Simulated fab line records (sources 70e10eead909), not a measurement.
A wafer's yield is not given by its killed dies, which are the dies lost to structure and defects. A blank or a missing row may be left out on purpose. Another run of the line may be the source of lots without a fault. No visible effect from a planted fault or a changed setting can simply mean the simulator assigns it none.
A struck lot beside a sound one -- flow nand harc -- 39 out of 1302 route steps
Sound: the wafers L170.2, L170.5, L170.6. The struck wafers were L171.1, L171.4, L171.6. The cause is given at the end.
At each step with rows: each side's tool, then ch and its chambers, then its first start. Under that, the readings that differ: sound wafers -- struck wafers -- difference of the means -- sigmas: that difference in standard deviations of wafers without a fault.
alike: readings whose means differ by less than 2 such deviations, and words and numbers that are the same on both sides. not compared: withheld readings, readings that some wafer has no value for, bounds like >300 that may hide the same value, and numbers for which the record gives no deviation and whose values overlap.
Wherever a step has rows on one side only, a row that says differs or no value, or a row with sigmas, the two part there. When numbers do not overlap yet have no deviation, they are printed without sigmas and do not part them. A reading missing from all wafers of one side parts the sides only when that side holds two or more wafers.

first, 6 steps without rows for these wafers: NHARC_A_WL_FILL_PRECLEAN_30 (cleans in dHF, time 10 s); NHARC_A_WL_FILL_SRD_14; NHARC_A_WL_FILL_ALD_19 (deposits TiN, target thk 2 nm, pulse time 3 s, ald cycles 100); NHARC_A_WL_FILL_CVD_20 (deposits W, target thk 100 nm, time 74 s); NHARC_A_WL_FILL_CMP_12 (polishes, t overpolish 30 s, target thk 100 nm); NHARC_A_WL_FILL_SRD_31.
NHARC_A_WL_FILL_INSPECT_15:
  sound: defect inspect-02 at day 25 15:32; struck: defect inspect-02 at day 26 08:17
  alike: raw defect count
NHARC_A_CONTACT_DEP_24: deposits SiO2, target thk 500 nm.
  sound on pecvd-03 ch 0,1,2, day 25 15:36; struck on pecvd-02 ch 0,1, day 26 08:29
  alike: chamber pressure Torr, flow sccm, heater power w, throttle valve pct
NHARC_A_CONTACT_DEP_28: deposits aC, target thk 7000 nm.
  struck on acl dep-01, day 26 12:52; sound on acl dep-03 ch 0, day 25 17:33
reading,sound,struck,difference,sigmas
throttle valve pct (%),35.005 35.004 34.996,- - -,no value on the struck wafers,
  not compared: susceptor temp C
then, 11 steps without rows for these wafers: NHARC_A_CONTACT_DEP_29 (deposits SiON, target thk 100 nm); NHARC_A_CONTACT_DEHYDRATE_32 (time 120 s); NHARC_A_CONTACT_HMDS_33 (time 30 s); NHARC_A_CONTACT_COAT_34 (time 75 s); NHARC_A_CONTACT_COAT_35 (time 65 s); NHARC_A_CONTACT_COAT_36 (resist thk 90 nm); NHARC_A_CONTACT_SOFTBAKE_37 (time 55 s); NHARC_A_CONTACT_EBR_38; NHARC_A_CONTACT_EXPOSE_39 (exposes mask A CC 3); NHARC_A_CONTACT_PEB_40 (peb time 65 s); NHARC_A_CONTACT_DEVELOP_41 (develop time 35 s).
NHARC_A_CONTACT_CD_MEAS_42: the cd target is 300 nm.
  sound on cd sem-02 ch 0, day 25 21:46; struck on cd sem-01 ch 0, day 26 17:53
  alike: cd nm
NHARC_A_CONTACT_OVL_MEAS_43:
  sound: overlay-01 at day 25 21:52; struck: overlay-01 at day 26 17:58
  alike: overlay x nm, overlay y nm
NHARC_A_CONTACT_INSPECT_44:
  sound: defect inspect-01 at day 25 21:53; struck: defect inspect-02 at day 26 18:00
  alike: raw defect count
then, 2 steps without rows for these wafers: NHARC_A_CONTACT_DESCUM_47 (chemistry O2, time 3 s); NHARC_A_CONTACT_ETCH_48 (etches the open film in CF4, target depth 39 nm, time 65 s).
NHARC_A_CONTACT_ETCH_49: etches the open film in N2/H2, target depth 260 nm, time 475.3 s.
  sound on rie diel-13 ch 1,2; struck on rie diel-02 ch 0,1,2
  alike: bias w, drypump motor current A, oes product au, rf vpp V, showerhead plenum p Torr, throttle valve pct
  not compared: rf hours counter h
then, 4 steps without rows for these wafers: NHARC_A_CONTACT_ETCH_50 (etches the open film in CF4/CHF3, target depth 121 nm, time 60.5 s); NHARC_A_CONTACT_ETCH_51 (etches the open film in O2/COS, target depth 7000 nm, time 1820 s); NHARC_A_CONTACT_ETCH_111 (etches the open film in C4F8/O2/Ar, time 140 s, target depth 700 nm); NHARC_A_CONTACT_ETCH_112 (etches the open film in C4F8/O2/Ar, time 190 s, target depth 1850 nm).
NHARC_A_CONTACT_ETCH_113: etches the open film in C4F8/O2/Ar, time 190 s, target depth 1850 nm.
  sound on har cap etch-03 ch 0,1, day 26 00:11; struck on har cap etch-03 ch 0,1, day 26 20:15
  not compared: rf hours counter h
then, 3 steps without rows for these wafers: NHARC_A_CONTACT_ETCH_114 (etches the open film in C4F8/O2/Ar, time 190 s, target depth 1850 nm); NHARC_A_CONTACT_ETCH_115 (etches the open film in C4F8/O2/Ar, time 190 s, target depth 1850 nm); NHARC_A_CONTACT_ETCH_116 (etches the open film in C4F8/O2/Ar, time 190 s, target depth 1850 nm).
NHARC_A_CONTACT_ETCH_117: etches the open film in C4F8/O2/Ar, time 190 s, target depth 1850 nm.
  sound on har cap etch-03 ch 0,1, day 26 00:52; struck on har cap etch-03 ch 0,1, day 26 20:56
  not compared: rf hours counter h
then, 1 step without rows for these wafers: NHARC_A_CONTACT_ETCH_118 (etches the open film in C4F8/O2/Ar, time 190 s, target depth 1850 nm).
NHARC_A_CONTACT_ETCH_119: etches the open film in C4F8/O2/Ar, time 190 s, target depth 1850 nm.
  sound on har cap etch-03 ch 0,1, day 26 01:12; struck on har cap etch-03 ch 0,1, day 26 21:17
  not compared: rf hours counter h
then, 1 step without rows for these wafers: NHARC_A_CONTACT_ETCH_120 (etches the open film in C4F8/O2/Ar, time 190 s, target depth 1850 nm).
NHARC_END_SORT_01:
  the record has rows for the sound wafers here (prober-02 ch 0, day 28 20:55) and none for the struck ones

## WHERE THEY PART
Last at NHARC_END_SORT_01 as far as this record goes, first at NHARC_A_CONTACT_DEP_28.

WHY: whatever the simulator had introduced
Skipped step whole: acl dep-01, from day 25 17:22 on, at NHARC_A_CONTACT_DEP_28. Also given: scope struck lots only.
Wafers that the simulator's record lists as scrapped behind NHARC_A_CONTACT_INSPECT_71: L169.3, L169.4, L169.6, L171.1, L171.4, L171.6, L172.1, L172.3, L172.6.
